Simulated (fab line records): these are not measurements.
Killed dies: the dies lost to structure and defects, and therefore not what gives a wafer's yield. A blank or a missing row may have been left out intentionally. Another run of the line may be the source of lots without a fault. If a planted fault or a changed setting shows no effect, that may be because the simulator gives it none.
Split-lot experiment || flow n5Finfet || on a route of 1938 steps: 7 lots, 21 wafers read

ON THE SPLIT
At N5_PASSIVATION_PASS_ETCH_47 (etches SiNx in CF4/O2, target depth 770 nm, time 385 s), the setting timeS was moved away from the recipe's 385 s on 6 of the 21 wafers read, by -20.1% to +19.8%. The other wafers ran this setting at the recipe's value.

The split's own step is where the reading is taken.

THE READING
etch.depthNm (the simulator's own value, which no gauge read), in nm, at N5_PASSIVATION_PASS_ETCH_47 (etches SiNx in CF4/O2, target depth 770 nm, time 385 s). No usual value for it is given in the file. Here, 15 wafers ran the recipe; their average is 784.8 nm with a standard deviation of 18 nm.

{"wafer": "L075.1", "tool, chamber at the split": "rieDiel-01, 1", "timeS as run, s": 385, "against the recipe": "recipe", "etch.depthNm, nm": 791.4, "against lot-mates on the recipe": "-"}
{"wafer": "L075.3", "tool, chamber at the split": "rieDiel-01, 2", "timeS as run, s": 385, "against the recipe": "recipe", "etch.depthNm, nm": 797.3, "against lot-mates on the recipe": "-"}
{"wafer": "L075.4", "tool, chamber at the split": "rieDiel-01, 3", "timeS as run, s": 385, "against the recipe": "recipe", "etch.depthNm, nm": 807.1, "against lot-mates on the recipe": "-"}
{"wafer": "L081.1", "tool, chamber at the split": "rieDiel-03, 0", "timeS as run, s": 307.8, "against the recipe": "-20.1%", "etch.depthNm, nm": 599.8, "against lot-mates on the recipe": -188.3}
{"wafer": "L081.2", "tool, chamber at the split": "rieDiel-03, 2", "timeS as run, s": 385, "against the recipe": "recipe", "etch.depthNm, nm": 793.9, "against lot-mates on the recipe": "-"}
{"wafer": "L081.6", "tool, chamber at the split": "rieDiel-03, 2", "timeS as run, s": 385, "against the recipe": "recipe", "etch.depthNm, nm": 782.3, "against lot-mates on the recipe": "-"}
{"wafer": "L086.3", "tool, chamber at the split": "rieDiel-06, 2", "timeS as run, s": 385, "against the recipe": "recipe", "etch.depthNm, nm": 793.8, "against lot-mates on the recipe": "-"}
{"wafer": "L086.5", "tool, chamber at the split": "rieDiel-06, 0", "timeS as run, s": 330.3, "against the recipe": "-14.2%", "etch.depthNm, nm": 638.1, "against lot-mates on the recipe": -134.6}
{"wafer": "L086.6", "tool, chamber at the split": "rieDiel-06, 3", "timeS as run, s": 385, "against the recipe": "recipe", "etch.depthNm, nm": 751.7, "against lot-mates on the recipe": "-"}
{"wafer": "L090.1", "tool, chamber at the split": "rieDiel-01, 1", "timeS as run, s": 385, "against the recipe": "recipe", "etch.depthNm, nm": 793.3, "against lot-mates on the recipe": "-"}
{"wafer": "L090.3", "tool, chamber at the split": "rieDiel-01, 2", "timeS as run, s": 385, "against the recipe": "recipe", "etch.depthNm, nm": 799.8, "against lot-mates on the recipe": "-"}
{"wafer": "L090.6", "tool, chamber at the split": "rieDiel-01, 2", "timeS as run, s": 385, "against the recipe": "recipe", "etch.depthNm, nm": 797.6, "against lot-mates on the recipe": "-"}
{"wafer": "L094.1", "tool, chamber at the split": "rieDiel-06, 2", "timeS as run, s": 385, "against the recipe": "recipe", "etch.depthNm, nm": 789.5, "against lot-mates on the recipe": "-"}
{"wafer": "L094.3", "tool, chamber at the split": "rieDiel-06, 1", "timeS as run, s": 443.3, "against the recipe": "+15.1%", "etch.depthNm, nm": 900.3, "against lot-mates on the recipe": "+110.8"}
{"wafer": "L094.5", "tool, chamber at the split": "rieDiel-06, 0", "timeS as run, s": 443.3, "against the recipe": "+15.1%", "etch.depthNm, nm": 868.7, "against lot-mates on the recipe": "+79.2"}
{"wafer": "L095.1", "tool, chamber at the split": "rieDiel-01, 0", "timeS as run, s": 385, "against the recipe": "recipe", "etch.depthNm, nm": 749.8, "against lot-mates on the recipe": "-"}
{"wafer": "L095.2", "tool, chamber at the split": "rieDiel-01, 1", "timeS as run, s": 385, "against the recipe": "recipe", "etch.depthNm, nm": 783.4, "against lot-mates on the recipe": "-"}
{"wafer": "L095.4", "tool, chamber at the split": "rieDiel-01, 3", "timeS as run, s": 385, "against the recipe": "recipe", "etch.depthNm, nm": 791.4, "against lot-mates on the recipe": "-"}
{"wafer": "L097.3", "tool, chamber at the split": "rieDiel-03, 0", "timeS as run, s": 385, "against the recipe": "recipe", "etch.depthNm, nm": 749.7, "against lot-mates on the recipe": "-"}
{"wafer": "L097.4", "tool, chamber at the split": "rieDiel-03, 1", "timeS as run, s": 461.2, "against the recipe": "+19.8%", "etch.depthNm, nm": 946.5, "against lot-mates on the recipe": "+196.8"}
{"wafer": "L097.6", "tool, chamber at the split": "rieDiel-03, 2", "timeS as run, s": 461.2, "against the recipe": "+19.8%", "etch.depthNm, nm": 940.1, "against lot-mates on the recipe": "+190.4"}

THE FIT
A straight line over all 21 wafers: etch.depthNm changes by +8.27 nm for each +1% of timeS; r = +0.97; the points scatter about the line by 20 nm.
The same after taking each lot's own level away (the mean of its wafers on the recipe; 21 wafers): +8.85 nm for each +1%; r = +0.98; scatter 18 nm.
That fit puts the effect of the largest move of timeS on the reading at 1.8e+02 nm.
From 749.70 to 798.60 nm: that is the span of the lots' own levels, equal to 2.7 times the standard deviation above.
The two slopes are in agreement: the lot-to-lot level therefore moves the slope only a little.
Check: -177 nm against its lot-mates is what the line predicts for one of the wafers moved furthest among these (-20.1%) when that wafer is left out of the fit. Against them it came out at -188 nm.

FURTHER SPLITS ON THESE WAFERS
Other splits were also applied to these wafers ahead of the reading. Each is held against what the fit with the lots' levels taken away leaves over:
{"other split on the same wafers": "N5_BEOL_M13_TRENCH_ETCH_34 timeS", "wafers away from the commonest value": 4, "r with etch.depthNm (lot level and that fit taken away)": -0.12}
{"other split on the same wafers": "N5_BEOL_M14_DEP_53 timeS", "wafers away from the commonest value": 6, "r with etch.depthNm (lot level and that fit taken away)": -0.06}
{"other split on the same wafers": "N5_BEOL_M15_ILD_DEP_00 timeS", "wafers away from the commonest value": 9, "r with etch.depthNm (lot level and that fit taken away)": -0.29}
{"other split on the same wafers": "N5_MIM_BOT_SPUTTER_00 timeS", "wafers away from the commonest value": 6, "r with etch.depthNm (lot level and that fit taken away)": -0.17}
{"other split on the same wafers": "N5_PASSIVATION_EXPOSE_07 doseMj", "wafers away from the commonest value": 7, "r with etch.depthNm (lot level and that fit taken away)": "+0.70"}
{"other split on the same wafers": "N5_PASSIVATION_VIA_ETCH_13 sourceW", "wafers away from the commonest value": 10, "r with etch.depthNm (lot level and that fit taken away)": -0.13}

FILE'S OWN FIT
etch.depthNm changes by +8.95 nm for each +1% of timeS, r = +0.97.
